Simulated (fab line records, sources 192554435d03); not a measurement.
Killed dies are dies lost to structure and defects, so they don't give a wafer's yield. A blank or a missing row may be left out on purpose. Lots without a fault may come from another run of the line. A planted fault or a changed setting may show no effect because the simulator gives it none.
fab line records | flow n5_finfet
record lots=10 wafers=30 last_day=19
route steps=1938 shown MOL_CONTACT_COAG@562 BEOL_M4@1111 PASSIVATION@1936
lots that met no fault: from a run of the same line without faults
start_h: hours from the record's first day to the start of the lot's first wafer shown | wait_h: hours since the lot's step before | " the same as in the row above | L1.1+2: a row that stands for several wafers | - no value, or no start given | * or withheld: withheld | < > ~ a bound
route shown NAME@n: a module of which the file shows steps, and the number in the route of the first | usual: mean/standard deviation of fault-free wafers | same: alike in all rows | chamber/n: place in a boat | sites: the reading at each site | _std_site: their standard deviation | _edge_site: outer sites' mean less inner sites' | radius_mm: how far each site lies from the wafer's centre | mask NAME#n: copy n | behind: the tool/chamber that last shaped the wafer | hold: why the lot was held/for how many hours/how that ended | device: the transistor (n, p or np) that didn't switch | end of line: the same wafers' tests at the end of the route | a step without rows: its recipe alone | killed: dies lost to structure and defects at the first sort, not the wafer's yield | map: a wafer's dies, x killed, . not, _ none there
set.NAME: the setting as run; set.NAME@STEP: as run at that earlier step | model.NAME: the simulator's own value behind a step, which no gauge read
steps of the route over a sample of lots; a table a step, a row a wafer
services: from which hour (start_h, from the record's first day; less than 0 if before it) a tool's chamber was out of use, for how many hours, and why
## steps
# step N5_MOL_CONTACT_COAG_ALD_123
# recipe material=SiNx target_thk_a=50 temp_c=400 ald_precursor_family=SiH2I2 ald_co_reactant=N2/H2-plasma pulse_time_s=1 purge_time_s=2 co_reactant_purge_time_s=2 ald_cycles=100 pressure_torr=2
# usual heater_power_w=815/50 precursor_pulse_height_rel=1.002/0.02
# same ald_cycles=100 pulse_time_s=1 purge_time_s=2
# columns lot.wafer tool chamber start_h wait_h heater_power_w precursor_pulse_height_rel
L209.1 ald_sin-04 1 104.66 0.0 813 1.010
L209.2 " 2 " " 750 0.998
L209.6 " 1 " " 794 1.024
L213.1 ald_sin-04 2 127.68 0.1 771 0.975
L213.3 " 1 " " 823 0.989
L213.4 " 3 " " 787 0.996
L215.1 ald_sin-02 1 140.22 0.0 753 1.000
L215.4 " 2 " " 755 0.983
L215.5 " 1 " " 804 0.988
L218.1 ald_sin-01 0 163.80 0.0 779 1.012
L218.3 " 1 " " 852 1.003
L218.6 " 1 " " 842 1.003
L221.1 ald_sin-01 0 174.67 0.0 774 1.010
L221.4 " 2 " " 786 0.987
L221.5 " 1 " " 846 0.991
L222.1 ald_sin-02 1 185.22 0.0 761 1.033
L222.4 " 0 " " 876 0.989
L222.5 " 2 " " 752 1.047
L223.1 ald_sin-02 1 188.31 0.1 798 1.001
L223.3 " 0 " " 866 1.010
L223.6 " 1 " " 780 1.022
L229.1 ald_sin-04 2 224.15 0.0 756 1.008
L229.2 " 3 " " 798 0.991
L229.4 " 0 " " 883 0.999
L230.2 ald_sin-04 1 229.82 0.0 803 0.954
L230.5 " 3 " " 799 0.992
L230.6 " 2 " " 745 1.036
L231.2 ald_sin-02 2 236.96 0.0 752 0.997
L231.4 " 3 " " 815 1.012
L231.6 " 0 " " 891 0.981
# step N5_MOL_CONTACT_COAG_COAT_77
# recipe resist=underlayer temp_c=205 time_s=60 spin_rpm=1500 resist_thk_nm=10
# usual spin_speed_rpm=1499.9/0.91
# same time_s=60
# columns lot.wafer tool chamber start_h wait_h spin_speed_rpm
L209.1 litho_track-05 0 105.22 - 1499.9
L209.2 " 0 " " 1500.2
L209.6 " 0 " " 1499.7
L213.1 litho_track-05 0 128.25 - 1501.2
L213.3 " 0 " " 1501.4
L213.4 " 0 " " 1499.7
L215.1 litho_track-01 0 140.80 - 1500.0
L215.4 " 0 " " 1502.1
L215.5 " 0 " " 1499.3
L218.1 litho_track-03 0 164.36 - 1500.0
L218.3 " 0 " " 1499.6
L218.6 " 0 " " 1499.2
L221.1 litho_track-05 0 175.23 - 1532.8
L221.4 " 0 " " 1533.6
L221.5 " 0 " " 1532.8
L222.1 litho_track-05 0 185.79 - 1533.8
L222.4 " 0 " " 1534.6
L222.5 " 0 " " 1532.9
L223.1 litho_track-05 0 188.89 - 1534.0
L223.3 " 0 " " 1533.0
L223.6 " 0 " " 1534.5
L229.1 litho_track-03 0 224.72 - 1498.7
L229.2 " 0 " " 1501.8
L229.4 " 0 " " 1500.2
L230.2 litho_track-01 0 230.39 - 1500.3
L230.5 " 0 " " 1499.4
L230.6 " 0 " " 1498.7
L231.2 litho_track-01 0 237.54 - 1499.6
L231.4 " 0 " " 1500.5
L231.6 " 0 " " 1501.1
# step N5_MOL_CONTACT_COAG_OVL_MEAS_85
# recipe points_per_wafer=522
# usual VG_OVL=0.0/0.71
# columns lot.wafer tool chamber start_h wait_h VG_OVL[nm]
L209.1 overlay-02 0 105.53 0.0 -0.1
L209.2 " 0 " " 0.9
L209.6 " 0 " " 0.1
L213.1 overlay-02 0 128.68 0.0 -0.4
L213.3 " 0 " " -0.7
L213.4 " 0 " " -1.0
L215.1 overlay-02 0 141.25 0.0 -0.9
L215.4 " 0 " " 0.1
L215.5 " 0 " " -0.7
L218.1 overlay-02 0 164.79 0.0 0.5
L218.3 " 0 " " 0.5
L218.6 " 0 " " -1.1
L221.1 overlay-02 0 175.66 0.0 -0.5
L221.4 " 0 " " 0.8
L221.5 " 0 " " 0.5
L222.1 overlay-02 0 186.22 0.0 0.5
L222.4 " 0 " " -0.5
L222.5 " 0 " " 0.1
L223.1 overlay-02 0 189.19 0.0 -0.7
L223.3 " 0 " " 0.1
L223.6 " 0 " " -1.1
L229.1 overlay-01 0 225.02 0.0 0.9
L229.2 " 0 " " 1.1
L229.4 " 0 " " 0.4
L230.2 overlay-02 0 230.82 0.0 0.1
L230.5 " 0 " " -1.2
L230.6 " 0 " " 0.4
L231.2 overlay-01 0 237.85 0.0 1.4
L231.4 " 0 " " 0.9
L231.6 " 0 " " 0.6
# step N5_MOL_CONTACT_COAG_DESCUM_88
# recipe chemistry=O2 time_s=7 source_power_w=50 bias_power_w=20 pressure_mtorr=20 rf_frequency_hz=2.712e+07 temp_c=40 resist=CAR-EUV o2_flow_sccm=225
# usual drypump_motor_current_A=5.7/0.4 oes_product_au=0.81/0.088 rf_vpp_V=243.7/1.5 showerhead_plenum_p_Torr=2.13/0.072 throttle_valve_pct=20.49/0.23
# same time_s=7
# columns lot.wafer tool chamber start_h wait_h drypump_motor_current_A oes_product_au rf_hours_counter_h rf_vpp_V showerhead_plenum_p_Torr throttle_valve_pct
L209.1 rie_diel-05 1 105.62 0.0 5.9 0.90 29 242.1 2.02 20.20
L209.2 " 2 " " 6.6 0.92 22 242.7 2.07 20.63
L209.6 " 2 " " 6.6 0.91 - 241.9 2.07 20.62
L213.1 rie_diel-05 2 128.78 0.0 6.6 0.90 29 242.0 2.07 20.64
L213.3 " 3 " " 5.4 0.73 191 244.8 2.19 20.73
L213.4 " 0 " " 5.7 0.72 187 245.7 2.16 20.37
L215.1 rie_diel-02 3 141.37 0.1 5.6 0.73 181 241.5 2.00 20.76
L215.4 " 2 " " 5.5 0.83 78 244.0 2.20 20.34
L215.5 " 2 " " 5.5 0.83 - 244.3 2.20 20.33
L218.1 rie_diel-02 0 164.98 0.1 6.2 0.91 31 245.3 2.24 20.46
L218.3 " 3 " " 5.6 0.71 190 241.6 2.00 20.78
L218.6 " 1 " " 5.4 0.87 - 244.6 2.15 20.25
L221.1 rie_diel-05 0 175.76 0.0 5.7 0.71 201 244.3 2.16 20.41
L221.4 " 1 " " 5.9 0.85 53 242.0 2.02 20.26
L221.5 " 2 " " 6.6 0.87 - 241.9 2.06 20.66
L222.1 rie_diel-02 3 186.32 0.0 5.6 0.70 196 242.8 2.00 20.77
L222.4 " 1 " " 5.4 0.85 44 244.7 2.15 20.27
L222.5 " 0 " " 6.2 0.89 - 244.7 2.24 20.46
L223.1 rie_diel-03 1 189.86 0.6 5.4 0.69 248 243.3 2.16 20.67
L223.3 " 3 " " 5.9 0.94 11 244.1 2.14 20.52
L223.6 " 3 " " 5.9 0.93 - 244.1 2.14 20.53
L229.1 rie_diel-02 2 225.12 0.0 5.5 0.80 108 244.8 2.19 20.36
L229.2 " 3 " " 5.6 0.70 212 241.7 1.99 20.81
L229.4 " 0 " " 6.2 0.87 52 246.4 2.24 20.48
L230.2 rie_diel-02 0 231.24 0.4 6.3 0.87 55 245.8 2.24 20.50
L230.5 " 2 " " 5.5 0.80 - 245.8 2.19 20.38
L230.6 " 1 " " 5.4 0.84 - 243.7 2.14 20.30
L231.2 rie_diel-02 0 239.42 1.5 6.3 0.86 60 244.8 2.23 20.51
L231.4 " 3 " " 5.7 0.69 219 243.7 1.99 20.81
L231.6 " 2 " " 5.5 0.79 - 245.9 2.19 20.38
# step N5_BEOL_M4_RC_MEAS_101
# usual DIBL_N=36.1/2.5 DIBL_P=36/3.3 IOFF_N=0.16/0.046 IOFF_P=0.20/0.051 ION_N=676/16 ION_P=462/11 SS_N=71.6/0.87 SS_P=73.2/0.86 VT_N=251/4.4 VT_P=-252/4.6
# columns lot.wafer tool chamber start_h wait_h DIBL_N[mV/V] DIBL_P[mV/V] IOFF_N[nA/um] IOFF_P[nA/um] ION_N[uA/um] ION_P[uA/um] SS_N[mV/dec] SS_P[mV/dec] VT_N[mV] VT_P[mV]
L209.1 prober-02 0 192.37 0.0 39.6 40 0.22 0.24 684 462 72.7 74.3 247 -252
L209.2 " 0 " " 32.8 33 0.11 0.14 672 458 70.8 72.5 257 -255
L209.6 " 0 " " 35.8 34 0.17 0.17 671 455 72.8 72.4 255 -253
L213.1 prober-01 0 227.85 0.0 30.8 30 0.09 0.15 661 461 69.9 72.2 257 -253
L213.3 " 0 " " 40.7 41 0.24 0.31 677 462 73.5 75.1 246 -247
L213.4 " 0 " " 33.8 34 0.12 0.19 672 464 71.3 72.9 254 -251
L215.1 prober-01 0 235.91 0.0 33.5 33 0.12 0.16 688 473 70.3 72.1 253 -253
L215.4 " 0 " " 36.6 37 0.17 0.22 677 462 72.3 73.1 247 -251
L215.5 " 0 " " 35.9 36 0.15 0.19 699 472 71.2 72.9 251 -251
L218.1 prober-02 0 266.39 0.0 36.7 35 0.16 0.22 694 474 71.3 73.3 246 -247
L218.3 " 0 " " 36.9 36 0.16 0.22 689 472 72.2 73.1 250 -249
L218.6 " 0 " " 33.7 34 0.12 0.19 669 471 71.1 72.6 254 -251
L221.1 prober-01 0 275.79 0.0 37.9 39 0.20 0.21 692 461 72.2 73.8 244 -251
L221.4 " 0 " " 32.9 34 0.12 0.15 668 452 70.1 73.0 252 -255
L221.5 " 0 " " 34.2 35 0.15 0.17 681 455 70.8 72.6 246 -253
L222.1 prober-01 0 294.50 0.0 37.8 36 0.21 0.19 676 452 73.2 72.3 247 -250
L222.4 " 0 " " 40.8 43 0.28 0.33 710 485 72.2 74.8 242 -241
L222.5 " 0 " " 38.4 39 0.24 0.24 706 474 72.7 72.9 243 -245
L223.1 prober-01 0 301.94 0.0 38.2 38 0.15 0.16 668 448 72.4 74.4 252 -260
L223.3 " 0 " " 36.2 35 0.12 0.13 678 449 72.2 73.6 256 -260
L223.6 " 0 " " 39.5 38 0.17 0.16 655 434 73.1 74.2 251 -260
L231.2 prober-02 0 320.47 0.2 33.5 32 0.12 0.16 678 463 70.9 72.3 252 -254
L231.4 " 0 " " 37.8 38 0.20 0.27 695 481 72.0 74.1 245 -243
L231.6 " 0 " " 37.6 38 0.18 0.26 696 482 71.1 73.7 247 -245
L229.1 prober-02 0 335.08 0.0 38.2 38 0.19 0.24 660 462 72.5 73.5 248 -243
L229.2 " 0 " " 38.2 39 0.19 0.26 679 471 72.5 74.0 249 -247
L229.4 " 0 " " 37.5 38 0.18 0.24 692 474 71.3 73.4 246 -245
L230.2 prober-01 0 338.74 0.2 40.5 40 0.22 0.27 656 451 73.0 73.8 252 -249
L230.5 " 0 " " 39.1 40 0.21 0.30 690 481 72.1 74.3 248 -245
L230.6 " 0 " " 35.2 34 0.11 0.19 630 447 70.9 72.7 256 -251
# step N5_PASSIVATION_PROBE_49
# usual defect_limited_yield=91.0/1.4 killed_at_M0_to_M3=34/10 killed_at_M4_up=15/5.5 killed_at_contacts=12/6.1 killed_at_front_end=41/12 killed_at_other=4/3.4 killed_dies=106/17 killed_open=70/13 killed_short=34/7.4 sort_bin_4_leakage=0.01/0.065 sort_bin_5_function=5.3/1 sort_bin_6_memory=3.4/0.69 sort_bin_8_speed=0.03/0.22 sort_n_pass=1073/17 sort_yield_pct=91.0/1.4
# same gross_dies=1180 killed_at_back_side=0
# columns lot.wafer tool chamber start_h wait_h defect_limited_yield[%] killed_at_M0_to_M3 killed_at_M4_up killed_at_contacts killed_at_front_end killed_at_other killed_dies killed_open killed_short sort_bin_4_leakage[%] sort_bin_5_function[%] sort_bin_6_memory[%] sort_bin_8_speed[%] sort_n_pass sort_yield_pct[%]
L218.1 prober-02 - 381.93 0.0 90.4 32 18 6 55 2 113 77 26 0 4.9 3.8 0 1067 90.4
L218.3 prober-02 - 382.03 0.1 92.2 29 17 8 37 1 92 48 36 0 4.7 2.3 0 1088 92.2
L218.6 prober-02 - 382.18 0.3 89.3 32 22 5 65 2 126 83 34 0 6.9 3.1 0 1054 89.3
# killed by level:class
L218.1 STI_FIN_REVEAL:geometric_particle:open=17 FIN_SAQP:geometric_particle:open=12 BEOL_M2:geometric_particle:open=12 BEOL_M0_SAQP:geometric_particle:open=10 HKMG_FIN:area_etch=7 FIN_SAQP:geometric_particle:short=6 BEOL_M4:geometric_particle:open=6 DUMMY_GATE:geometric_particle:open=4
L218.3 BEOL_M2:geometric_particle:open=7 MOL_CONTACT_COAG:geometric_particle:open=6 BEOL_M2:geometric_particle:short=6 HKMG_FIN:area_etch=6 GATE_CUT:geometric_particle:short=5 BEOL_M0_SAQP:geometric_particle:open=5 FIN_SAQP:geometric_particle:open=4 STI_FIN_REVEAL:geometric_particle:open=4
L218.6 STI_FIN_REVEAL:geometric_particle:open=20 BEOL_M5:geometric_particle:open=11 FIN_SAQP:geometric_particle:open=9 GATE_CUT:geometric_particle:short=8 BEOL_M2:geometric_particle:open=8 BEOL_M0_SAQP:geometric_particle:open=6 HKMG_FIN:area_etch=6 MOL_CONTACT_COAG:geometric_particle:open=5
## services
# columns tool chamber start_h hours kind
ald_sin-01 - 86.19 14.0 pm
ald_sin-01 0 86.19 14.0 vent_cycle
ald_sin-01 1 86.19 14.0 vent_cycle
ald_sin-01 2 86.19 14.0 vent_cycle
ald_sin-01 3 86.19 14.0 vent_cycle
rie_diel-03 - 89.00 0.2 repair
ald_sin-01 0 100.19 - clean
ald_sin-01 1 100.19 - clean
ald_sin-01 2 100.19 - clean
ald_sin-01 3 100.19 - clean
rie_diel-03 2 127.09 - clean
rie_diel-03 2 127.09 - consumable_replace:focus_ring
rie_diel-03 2 127.09 13.7 scheduled_down
rie_diel-05 - 137.49 0.3 repair
ald_sin-04 0 140.41 8.3 repair
rie_diel-02 1 170.85 12.0 repair
ald_sin-02 2 174.87 1.4 repair
ald_sin-02 1 175.26 2.0 repair
ald_sin-02 - 205.20 0.9 repair
litho_track-01 - 217.32 - consumable_replace:filter
rie_diel-03 1 217.54 1.5 repair
ald_sin-01 - 223.77 0.8 pm
rie_diel-03 - 232.52 14.6 pm
ald_sin-01 - 237.82 6.0 pm
## key
first_sign step=N5_MOL_CONTACT_COAG_COAT_77 reading=spin_speed_rpm direction=up sigmas=37 usual=* struck=*
effect none on later readings
met_at N5_MOL_CONTACT_COAG_COAT_77
struck_lots L221,L222,L223
not_acting_at N5_MOL_CONTACT_COAG_ALD_123,N5_MOL_CONTACT_COAG_OVL_MEAS_85,N5_MOL_CONTACT_COAG_DESCUM_88
onset_between 128.25 175.23
fault kind=process_parameter_drift tool=litho_track-05 chamber=- onset_h=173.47 steps=N5_MOL_CONTACT_COAG_COAT_77 channel=spin_rpm offset=* shape=step end_h=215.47 acts_in=* stated=*
